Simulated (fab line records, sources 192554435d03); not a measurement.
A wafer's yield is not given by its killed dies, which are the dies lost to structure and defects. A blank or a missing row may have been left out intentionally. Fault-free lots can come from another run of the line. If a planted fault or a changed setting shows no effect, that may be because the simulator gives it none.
Chamber matching + flow n5 finfet + rie diel-02 running N5_BEOL_M15_STRIP_36: 4 sister chambers
The step strips in O2. 14 wafers are shown with their chamber, then 7 later ones without.

WAFERS WITH THEIR CHAMBER
| wafer  | chamber | drypump motor current A (A) | showerhead plenum p Torr (Torr) | throttle valve pct (%) |
|--------|---------|-----------------------------|---------------------------------|------------------------|
| L783.1 | 3       | 5.0                         | 2.03                            | 16.6                   |
| L783.3 | 2       | 5.1                         | 2.07                            | 16.7                   |
| L783.6 | 3       | 5.0                         | 2.03                            | 16.6                   |
| L785.2 | 2       | 5.1                         | 2.07                            | 16.7                   |
| L785.3 | 0       | 6.5                         | 2.13                            | 16.1                   |
| L785.5 | 2       | 5.1                         | 2.07                            | 16.7                   |
| L786.1 | 0       | 6.5                         | 2.13                            | 16.1                   |
| L786.2 | 1       | 5.6                         | 2.16                            | 16.9                   |
| L786.5 | 1       | 5.6                         | 2.17                            | 16.8                   |
| L791.2 | 0       | 6.4                         | 2.13                            | 16.1                   |
| L791.3 | 2       | 5.1                         | 2.07                            | 16.7                   |
| L791.4 | 1       | 5.6                         | 2.16                            | 16.8                   |
| L799.1 | 2       | 5.1                         | 2.06                            | 16.2                   |
| L799.2 | 0       | 6.4                         | 2.12                            | 16.1                   |

SIGNATURES (means of the wafers above)
| reading                  | chamber 0 | chamber 1 | chamber 2 | chamber 3 | scatter within a chamber |
|--------------------------|-----------|-----------|-----------|-----------|--------------------------|
| drypump motor current A  | 6.450     | 5.600     | 5.100     | 5.000     | 0.0316                   |
| showerhead plenum p Torr | 2.1275    | 2.1633    | 2.0680    | 2.0300    | 0.00471                  |
| throttle valve pct       | 16.100    | 16.833    | 16.600    | 16.600    | 0.144                    |
Rule: for each reading, subtract the chamber's mean from the wafer's reading, divide by that reading's scatter and square the result; add these up over the readings and take the root, which gives the wafer's distance from the chamber. The wafer belongs to the nearest chamber; if the next one is less than 2 further off, it can't be placed. How the scatter is found: for the shown wafers, subtract from each reading the mean of its chamber, square and add these, divide the total by (wafers less chambers), then take the root.

WAFERS WHOSE CHAMBER IS MISSING
| wafer  | drypump motor current A (A) | showerhead plenum p Torr (Torr) | throttle valve pct (%) |
|--------|-----------------------------|---------------------------------|------------------------|
| L799.6 | 6.5                         | 2.12                            | 16.1                   |
| L803.1 | 4.9                         | 2.02                            | 16.7                   |
| L803.2 | 6.5                         | 2.12                            | 16.1                   |
| L803.6 | 5.1                         | 2.06                            | 16.2                   |
| L804.1 | 5.1                         | 2.06                            | 16.2                   |
| L804.2 | 5.6                         | 2.15                            | 16.9                   |
| L804.5 | 5.6                         | 2.15                            | 16.9                   |

THE CHAMBER EACH PASSED THROUGH
| wafer  | from the rows above | in truth |
|--------|---------------------|----------|
| L799.6 | 0                   | 0        |
| L803.1 | 3                   | 3        |
| L803.2 | 0                   | 0        |
| L803.6 | 2                   | 2        |
| L804.1 | 2                   | 2        |
| L804.2 | 1                   | 1        |
| L804.5 | 1                   | 1        |
7 of 7 placed correctly. Not placeable from these rows: 0. Wrongly placed: 0.
